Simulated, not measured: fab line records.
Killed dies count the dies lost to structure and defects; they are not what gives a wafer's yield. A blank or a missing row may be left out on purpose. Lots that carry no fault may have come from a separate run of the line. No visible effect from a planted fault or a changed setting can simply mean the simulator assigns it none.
fab line records -- flow n5-finfet
record lots=4, wafers=9, last-day=19
route steps=1938 shown BEOL_M6@1230 BEOL_M7@1263 BEOL_M15@1830 PASSIVATION@1936
lots untouched by any fault: they come from a run of this same line in which no faults occurred
start-h: hours from the record's first day to the start of the lot's first wafer shown -- wait-h: time in hours since the lot's previous step -- " unchanged from the row above -- L1.1+2: one row covering several wafers at once -- - no value, or no start was given -- * or withheld: withheld -- < > ~ a bound
route shown NAME@n: names a module that has steps shown in the file, with the first one's number in the route -- usual: mean/standard deviation of fault-free wafers -- same: alike in all rows -- chamber/n: place in a boat -- sites: each site's reading -- _std_site: standard deviation across them -- _edge_site: mean of outer sites minus mean of inner sites -- radius-mm: for every site, how far away it sits from the centre of the wafer -- mask NAME#n: copy n -- behind: tool/chamber where the wafer was last shaped -- hold: why the lot was held/for how many hours/how that ended -- device: which transistor (n, p or np) failed to switch -- end of line: the same wafers' tests at the end of the route -- step lacking rows: just its recipe -- killed: the dies lost at the first sort to structure and to defects; this is not the yield of the wafer -- map: the dies of a wafer, with x for killed, . for not killed, _ for no die there
set.NAME: the run value of the setting; set.NAME@STEP: its run value at that earlier step -- model.NAME: the simulator's own value behind a step, which no gauge read
lots at selected steps of the route; one table per step, one row per wafer
services: a tool's chamber out of use, with start hour (start-h, from the record's first day; less than 0 if before it), hours out, and reason
## steps
# step N5_BEOL_M6_DESCUM_33
# recipe chemistry=O2, time-s=7, source-power-w=50, bias-power-w=20, pressure-mtorr=20, rf-frequency-hz=2.712e+07, temp-c=40, resist=CAR-EUV, o2-flow-sccm=225
# step N5_BEOL_M6_ETCH_72
# recipe chemistry=N2/H2, target=underlayer, target-depth-a=65, mask-material=CAR-EUV, time-s=5.2, ion-energy-ev=200, pressure-mtorr=30, source-w=840, bias-w=150, n2-flow-sccm=200, h2-flow-sccm=200, ends=cleared
# step N5_BEOL_M6_ETCH_65
# recipe chemistry=CF4, target=SiARC, target-depth-a=156, mask-material=CAR-EUV, time-s=26, ion-energy-ev=80, pressure-mtorr=40, source-w=545, bias-w=36, Ar_flow_sccm=100, cf4-flow-sccm=100, ends=cleared
# step N5_BEOL_M6_ETCH_66
# recipe chemistry=N2/H2, target=SOC, target-depth-a=800, overetch-a=160, mask-material=SiARC, temp-c=40, time-s=120, ion-energy-ev=200, pressure-mtorr=30, source-w=840, bias-w=150, n2-flow-sccm=200, h2-flow-sccm=200
# step N5_BEOL_M6_STRIP_69
# recipe chemistry=N2/H2, temp-c=40, n2-flow-sccm=200, h2-flow-sccm=200, rf-frequency-hz=6e+07
# step N5_BEOL_M6_STRIP_73
# recipe chemistry=N2/H2, temp-c=40, n2-flow-sccm=200, h2-flow-sccm=200, rf-frequency-hz=6e+07
# step N5_BEOL_M6_VIA_ETCH_34
# recipe chemistry=C4F6/O2, target=SiCOH_lowk, target-depth-a=1263, mask-material=SOC, taper-deg=4, time-s=50.9, ion-energy-ev=250, pressure-mtorr=30, source-w=345, bias-w=185, Ar_flow_sccm=300, C4F6_flow_sccm=10, O2_flow_sccm=10
# step N5_BEOL_M6_STRIP_76
# recipe chemistry=C4F6/O2, resist=SiARC, rf-frequency-hz=6e+07
# step N5_BEOL_M6_STRIP_36
# recipe chemistry=N2/H2, power-w=450, temp-c=40, pressure-mtorr=20, rf-frequency-hz=6e+07, overash-fraction=0.3, bias-power-w=7, h2-frac=0.5, n2-flow-sccm=200, h2-flow-sccm=200
# step N5_BEOL_M6_TRENCH_ETCH_37
# recipe chemistry=C4F6/O2, target-depth-a=944.35, target=SiCOH_lowk, time-s=31.5, ion-energy-ev=250, pressure-mtorr=30, source-w=345, bias-w=185, Ar_flow_sccm=300, C4F6_flow_sccm=10, O2_flow_sccm=10
# usual C4F6_flow_sccm=10.00/0.034, drypump-motor-current-A=5.6/0.47, oes-product-au=0.79/0.079, rf-vpp-V=672/18, showerhead-plenum-p-Torr=2.86/0.1, throttle-valve-pct=20.91/0.27
lot.wafer,tool,chamber,start-h,wait-h,C4F6_flow_sccm,drypump-motor-current-A,oes-product-au,rf-hours-counter-h,rf-vpp-V,showerhead-plenum-p-Torr,throttle-valve-pct,model.etch.depth-nm,model.BEOL_M6.feature-depth-nm,model.TiN_of_BEOL_M6_HM_DEP_02.thk-nm
L342.5,rie-diel-06,1,269.92,-,9.94,5.8,0.94,-,688,2.74,21.13,133.2,133.2,16.2
L342.6,rie-diel-06,0,269.92,-,9.96,5.8,0.87,-,642,3.01,21.01,96.68,96.6,17.2
L343.3,rie-diel-06,3,291.67,-,9.96,6.0,0.96,162,656,2.95,21.16,136.8,136.8,16.4
L343.5,rie-diel-06,1,291.67,-,10.01,5.8,0.93,-,688,2.73,21.13,134.3,134.2,16.2
L351.2,rie-diel-04,2,351.81,-,9.96,5.8,0.75,144,679,2.86,21.15,96.38,96.4,17
L351.4,rie-diel-04,3,351.81,-,9.98,5.8,0.72,219,663,2.70,21.21,94.72,94.8,17.2
L351.5,rie-diel-04,0,351.81,-,10.02,4.7,0.76,-,694,2.85,20.82,94.41,94.4,17.4
L352.5,rie-diel-06,1,353.58,-,9.98,5.8,0.71,-,691,2.72,21.09,90.91,91,18
L352.6,rie-diel-06,0,353.58,-,10.00,5.8,0.83,-,643,3.00,21.07,95.86,95.8,17.4
# step N5_BEOL_M6_ETCH_41
# recipe chemistry=CH3F/O2, target=SiCN, target-depth-a=297, taper-deg=2, time-s=52, ion-energy-ev=120, mask-material=TiN, pressure-mtorr=30, source-w=395, bias-w=75, Ar_flow_sccm=150, CH3F_flow_sccm=30, O2_flow_sccm=20
# step N5_BEOL_M6_STRIP_80
# recipe chemistry=N2/H2, time-s=10, power-w=450, temp-c=40, pressure-mtorr=20, rf-frequency-hz=6e+07, bias-power-w=7, n2-flow-sccm=200, h2-flow-sccm=200
# step N5_BEOL_M6_OCD_MEAS_38
# usual trench-depth-nm=95.0/1.8
lot.wafer,tool,chamber,start-h,wait-h,trench-depth-nm
L342.5,ocd-01,-,270.07,-,133.4
L342.6,ocd-01,-,270.07,-,96.6
L343.3,ocd-02,-,291.83,-,136.8
L343.5,ocd-02,-,291.83,-,133.9
L351.2,ocd-01,-,351.96,-,96.0
L351.4,ocd-01,-,351.96,-,95.0
L351.5,ocd-01,-,351.96,-,94.0
L352.5,ocd-01,-,353.73,-,91.2
L352.6,ocd-01,-,353.73,-,96.2
# step N5_BEOL_M6_HM_STRIP_39
# recipe chemistry=peroxide-tin-strip, material=TiN, target-depth-a=250, temp-c=50, time-s=158
# step N5_BEOL_M6_SRD_40
# recipe time-s=30, temp-c=23, rinse-liquid=diw, dry=ipa-marangoni
# step N5_BEOL_M6_PRECLEAN_42
# recipe chemistry=residue-remover, time-s=60, temp-c=40
# step N5_BEOL_M6_SRD_43
# recipe time-s=30, temp-c=23, rinse-liquid=diw, dry=ipa-marangoni
# step N5_BEOL_M6_CURE_75
# recipe temp-c=370, time-s=120, ambient=DMADMS/He, material=SiCOH_lowk
# step N5_BEOL_M6_DEGAS_44
# recipe ambient=vacuum, temp-c=250, time-s=60
# step N5_BEOL_M6_PRE_CLEAN_45
# recipe gas=H2/He, time-s=30, temp-c=250
# step N5_BEOL_M6_ALD_77
# recipe material=TaN, target-thk-a=20, temp-c=275, ald-precursor-family=PDMAT, ald-co-reactant=NH3, pressure-torr=3, carrier-flow-sccm=1500, pulse-time-s=2, purge-time-s=3, co-reactant-purge-time-s=2, co-reactant-pulse-time-s=3, ald-cycles=40, precursor-vessel-temp-c=75, precursor-vessel-pressure-torr=26.25, precursor-vessel-carrier-sccm=1000
# step N5_BEOL_M6_SURFACE_TREAT_79
# recipe gas=Ar, time-s=*, ion-energy-ev=*, ion-current-ma-cm2=0.5, pressure-mtorr=*, ar-flow-sccm=30
# step N5_BEOL_M6_CVD_78
# recipe material=Co, target-thk-a=20, temp-c=withheld, precursor=CCTBA/H2, pressure-torr=30, time-s=142.3
# step N5_BEOL_M6_SPUTTER_48
# recipe material=Cu, target-thk-a=100, temp-c=-20, bias-v=60, power-w=26000, chamber-pressure-pa=0.13, time-s=1.667
# step N5_BEOL_M6_ECD_50
# recipe material=Cu, target-thk-a=3000
# step N5_BEOL_M6_ANNEAL_51
# recipe temp-c=225, time-s=90, ambient=N2
# step N5_BEOL_M6_CMP_52
# recipe stop-on=SiCOH_lowk, t-overpolish-s=6.9, down-force-psi=1, platen-rpm=50, clearing-platen-down-force-psi=1.5, clearing-platen-rpm=50, post-cmp-clean=cu-alkaline, target-thk-nm=80, clearing-platen-pad-velocity-m-s=0.99484, pad-velocity-m-s=0.99484
# usual clearing-platen-down-force-psi=1.500/0.003, motor-current-A=6.0/0.54, pad-life-wafers=1125/680
lot.wafer,tool,chamber,start-h,wait-h,clearing-platen-down-force-psi,motor-current-A,pad-life-wafers,model.Cu_of_BEOL_M6_ECD_50.thk-nm
L342.5,cmp-03,0,272.81,0.3,1.498,6.3,-,117.8
L342.6,cmp-03,1,272.81,0.3,1.499,6.8,-,81.6
L343.3,cmp-01,1,295.84,0.3,1.503,5.8,279,123.8
L343.5,cmp-01,2,295.84,0.3,1.504,5.3,-,120.2
L351.4,cmp-02,1,354.36,0.1,1.503,5.3,444,77.4
L351.2,cmp-02,0,354.36,0.1,1.503,6.3,447,79.6
L351.5,cmp-02,2,354.36,0.1,1.500,6.3,-,77.4
L352.5,cmp-01,2,357.58,0.2,1.505,5.4,-,77.8
L352.6,cmp-01,3,357.58,0.2,1.498,6.3,-,82.8
# step N5_BEOL_M6_THK_MEAS_53
# recipe thk-meas-gauge=xrf, reads=Cu_of_BEOL_M6_ECD_50
# usual M6_THK=80.3/1.9
lot.wafer,tool,chamber,start-h,wait-h,M6_THK[nm]
L342.5,film-metro-02,-,272.96,-,118.6
L342.6,film-metro-02,-,272.96,-,81.8
L343.3,film-metro-01,-,296.02,-,123.1
L343.5,film-metro-01,-,296.02,-,119.5
L351.2,film-metro-02,-,354.65,-,80.6
L351.4,film-metro-02,-,354.65,-,78.4
L351.5,film-metro-02,-,354.65,-,78.2
L352.5,film-metro-01,-,357.73,-,77.5
L352.6,film-metro-01,-,357.73,-,82.7
# step N5_BEOL_M6_PRE_CLEAN_55
# recipe gas=NH3, time-s=15, temp-c=withheld, rf-power-w=300
# step N5_BEOL_M6_DEP_56
# recipe material=SiCN, target-thk-a=100, temp-c=withheld, precursor=3MS/NH3, pressure-torr=3, rf-w=202, time-s=17.5
# step N5_BEOL_M6_RS_MEAS_57
# recipe thk-meas-gauge=four-point-probe, reads=Cu_of_BEOL_M6_ECD_50+Co_of_BEOL_M6_CVD_78+TaN_of_BEOL_M6_ALD_77
# usual M6_RS=0.285/0.0084
lot.wafer,tool,chamber,start-h,wait-h,M6_RS[ohm/sq]
L342.5,film-metro-02,-,273.09,0.0,0.183
L342.6,film-metro-02,-,273.09,0.0,0.279
L343.3,film-metro-02,-,296.15,0.1,0.173
L343.5,film-metro-02,-,296.15,0.1,0.179
L351.2,film-metro-02,-,354.78,0.1,0.287
L351.4,film-metro-02,-,354.78,0.1,0.298
L351.5,film-metro-02,-,354.78,0.1,0.296
L352.5,film-metro-01,-,357.86,0.0,0.296
L352.6,film-metro-01,-,357.86,0.0,0.275
# step N5_BEOL_M7_ILD_DEP_00
# recipe material=SiCOH_lowk, target-thk-a=1797.5, temp-c=300, precursor=DEMS/porogen, pressure-torr=5, rf-w=500, time-s=33.4
# step N5_BEOL_M7_CURE_74
# recipe temp-c=385, time-s=240, ambient=He/Ar, material=SiCOH_lowk
# step N5_BEOL_M7_PECVD_70
# recipe material=SiO2, target-thk-a=200, temp-c=400, precursor=TEOS/O2, pressure-torr=5.5, rf-w=450, teos-flow-sccm=53.8, gas=O2, flow-sccm=3000, time-s=22.7
# step N5_BEOL_M7_HM_DEP_02
# recipe material=TiN, target-thk-a=200, temp-c=25, chamber-pressure-pa=0.49996
# step N5_BEOL_M7_COAT_59
# recipe resist=SOC, temp-c=250, time-s=60, spin-rpm=1500, resist-thk-nm=100
# step N5_BEOL_M15_RC_MEAS_101
# usual COMB_M10=1.5e-11/3e-12, COMB_M10_max_site=2.2e-11/5.2e-12, COMB_M11=1.43e-11/2.7e-12, COMB_M12=6.2e-12/1.2e-12, COMB_M13=4.7e-12/1.1e-12, COMB_M14=3.5e-12/7.4e-13, COMB_M15=2.5e-12/5.7e-13, COMB_M5=3.7e-11/8.1e-12, COMB_M7=2.5e-11/5.2e-12, COMB_M8=2.5e-11/5.4e-12, COMB_M9=1.46e-11/3e-12, SERP_M10=3.05/0.1, SERP_M11=3.09/0.1, SERP_M12=0.646/0.018, SERP_M13=0.310/0.0063, SERP_M13_max_site=0.313/0.0063, SERP_M14=0.159/0.0047, SERP_M5=38.9/1.8, SERP_M6=13.9/0.53, SERP_M6_max_site=14.5/0.59, SERP_M7=14.0/0.48, SERP_M7_max_site=14.5/0.53, SERP_M8=13.6/0.5, SERP_M9=3.07/0.098
lot.wafer,tool,chamber,start-h,wait-h,COMB_M10[S/m],COMB_M10_max_site[S/m],COMB_M11[S/m],COMB_M12[S/m],COMB_M13[S/m],COMB_M14[S/m],COMB_M15[S/m],COMB_M5[S/m],COMB_M7[S/m],COMB_M8[S/m],COMB_M9[S/m],SERP_M10[ohm/um],SERP_M11[ohm/um],SERP_M12[ohm/um],SERP_M13[ohm/um],SERP_M13_max_site[ohm/um],SERP_M14[ohm/um],SERP_M5[ohm/um],SERP_M6[ohm/um],SERP_M6_max_site[ohm/um],SERP_M7[ohm/um],SERP_M7_max_site[ohm/um],SERP_M8[ohm/um],SERP_M9[ohm/um]
L342.5,prober-02,0,343.62,0.6,1.6e-11,2e-11,1.08e-11,5.6e-12,4.7e-12,4.1e-12,2.3e-12,2.7e-11,3.4e-11,2.9e-11,1.61e-11,3.10,3.17,0.617,0.304,0.310,0.157,37.9,8.7,8.9,13.5,14.2,13.7,3.10
L342.6,prober-02,0,343.62,0.6,1.2e-11,1.9e-11,1.19e-11,7.1e-12,4.3e-12,3.1e-12,2.4e-12,2.7e-11,2.3e-11,2.4e-11,1.75e-11,3.03,3.11,0.641,0.307,0.310,0.154,40.6,13.2,13.7,13.4,14.0,14.1,3.08
L343.3,prober-01,0,357.74,0.3,1.5e-11,2.9e-11,1.31e-11,7.2e-12,5.7e-12,3.8e-12,2.3e-12,4.4e-11,2.6e-11,1.8e-11,1.28e-11,2.98,3.11,0.619,0.310,0.312,0.155,37.0,8.7,8.8,13.9,14.4,13.6,3.25
L343.5,prober-01,0,357.74,0.3,1.2e-11,1.6e-11,1.66e-11,4.7e-12,3.9e-12,2.7e-12,3e-12,5.2e-11,3.4e-11,2.1e-11,1.45e-11,3.11,3.08,0.614,0.312,0.314,0.156,38.0,8.8,9.0,14.3,15.1,13.2,3.11
L351.2,prober-01,0,432.99,0.2,1.3e-11,1.8e-11,1.26e-11,4e-12,4.6e-12,2.9e-12,2.3e-12,3e-11,2.3e-11,1.6e-11,1.37e-11,3.06,3.17,0.634,0.300,0.304,0.156,37.8,13.9,14.3,14.1,14.7,14.2,2.86
L351.4,prober-01,0,432.99,0.2,1.4e-11,2e-11,1.57e-11,5.3e-12,6.1e-12,2.6e-12,2.6e-12,3.9e-11,2.4e-11,2.1e-11,1.18e-11,2.96,3.00,0.619,0.306,0.310,0.160,37.5,14.3,14.6,14.3,14.9,14.1,3.02
L351.5,prober-01,0,432.99,0.2,1.4e-11,1.6e-11,1.11e-11,5.2e-12,6.1e-12,3.1e-12,2.1e-12,4.5e-11,2.4e-11,2e-11,1.34e-11,2.95,3.18,0.632,0.304,0.308,0.154,39.3,14.8,15.4,13.6,14.3,14.1,2.86
L352.5,prober-02,0,433.66,0.6,1.4e-11,2.1e-11,1.55e-11,5.7e-12,4.8e-12,4.3e-12,3e-12,3.8e-11,3.3e-11,1.8e-11,1.47e-11,3.05,3.17,0.619,0.312,0.318,0.159,39.2,14.4,14.8,12.9,13.7,13.4,3.00
L352.6,prober-02,0,433.66,0.6,1.2e-11,2.2e-11,1.63e-11,7e-12,4.9e-12,4.2e-12,2.4e-12,4.2e-11,3e-11,2.1e-11,1.18e-11,2.96,3.18,0.641,0.307,0.311,0.160,36.9,13.7,14.3,14.4,14.9,14.0,3.10
# sites SERP_M6 radius-mm=0,75,75,75,75,140,140,140,140
L342.5 8.7 8.7 8.8 8.2 8.7 8.6 8.6 8.4 8.9
L343.3 8.8 8.7 8.8 8.8 8.6 8.3 8.6 8.5 8.8
L351.2 14.1 13.9 13.5 14.1 14.3 13.9 13.7 13.3 13.5
L352.5 13.9 14.5 14.2 14.3 14.8 14.8 14.4 14.2 14.8
# step N5_PASSIVATION_PROBE_49
# usual defect-limited-yield=91.0/1.6, killed_at_M0_to_M3=35/11, killed_at_M4_up=14/5.3, killed-at-contacts=13/6.7, killed-at-front-end=41/12, killed-at-other=3.9/2.7, killed-dies=106/19, killed-open=70/14, killed-short=35/8.8, sort_bin_5_function=5.3/1, sort_bin_6_memory=3.3/0.81, sort-n-pass=1073/19, sort-yield-pct=91.0/1.6
# same gross-dies=1180, killed-at-back-side=0, sort_bin_4_leakage[%]=0, sort_bin_8_speed[%]=0
lot.wafer,tool,chamber,start-h,wait-h,defect-limited-yield[%],killed_at_M0_to_M3,killed_at_M4_up,killed-at-contacts,killed-at-front-end,killed-at-other,killed-dies,killed-open,killed-short,sort_bin_5_function[%],sort_bin_6_memory[%],sort-n-pass,sort-yield-pct[%]
L343.3,prober-02,-,370.74,0.1,90.4,40,16,6,44,7,113,55,44,4.7,3.2,1067,90.4
L343.5,prober-02,-,370.84,0.2,92.5,20,13,10,45,1,89,55,33,4.4,2.9,1091,92.5
# killed by level:class
L343.3 BEOL_M0_SAQP:geometric-particle:short=15 BEOL_M6:area-etch=14 BEOL_M0_SAQP:geometric-particle:open=11 FIN_SAQP:geometric-particle:open=7 STI_FIN_REVEAL:geometric-particle:open=7 GATE_CUT:geometric-particle:open=6 FIN_SAQP:geometric-particle:short=5 GATE_CUT:geometric-particle:short=5
L343.5 STI_FIN_REVEAL:geometric-particle:open=14 MOL_CONTACT_COAG:geometric-particle:open=9 FIN_SAQP:geometric-particle:short=7 STI_FIN_REVEAL:geometric-particle:short=7 BEOL_M8:geometric-particle:open=6 GATE_CUT:geometric-particle:short=5 BEOL_M1:geometric-particle:open=5 FIN_SAQP:geometric-particle:open=4
## services
tool,chamber,start-h,hours,kind
rie-diel-04,-,246.59,4.3,pm
cmp-01,-,250.04,14.9,pm
cmp-01,-,269.52,5.5,repair
rie-diel-04,3,270.27,1.4,repair
cmp-02,-,270.72,4.0,pm
cmp-02,-,303.82,0.9,repair
cmp-03,-,324.96,4.0,pm
cmp-02,-,327.71,16.8,pm
cmp-03,-,328.96,-,consumable-replace:conditioner
cmp-03,-,328.96,-,consumable-replace:pad
rie-diel-04,-,349.59,0.2,repair
## key
first-sign step=N5_BEOL_M6_OCD_MEAS_38, reading=trench-depth-nm, direction=up, sigmas=23, usual=95.0, struck=134.7
effect step=N5_BEOL_M6_THK_MEAS_53, reading=M6_THK, direction=up, sigmas=21, usual=80.3, struck=120.4
effect step=N5_BEOL_M6_RS_MEAS_57, reading=M6_RS, direction=down, sigmas=13, usual=0.285, struck=0.179
effect step=N5_BEOL_M15_RC_MEAS_101, reading=SERP_M6, direction=down, sigmas=9.8, usual=13.9, struck=8.7
model-effect step=N5_BEOL_M6_TRENCH_ETCH_37, value=etch.depth-nm, without=93.19, struck=134.8
model-effect step=N5_BEOL_M6_CMP_52, value=Cu_of_BEOL_M6_ECD_50.thk-nm, without=79, struck=120.6
met-at N5_BEOL_M6_TRENCH_ETCH_37
struck-wafers L342.5,L343.3,L343.5
fault kind=process-parameter-drift, tool=rie-diel-06, chamber=-, onset-h=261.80, steps=N5_BEOL_M6_TRENCH_ETCH_37, channel=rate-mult, offset=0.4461, shape=step, end-h=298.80, scope=struck-wafers-only
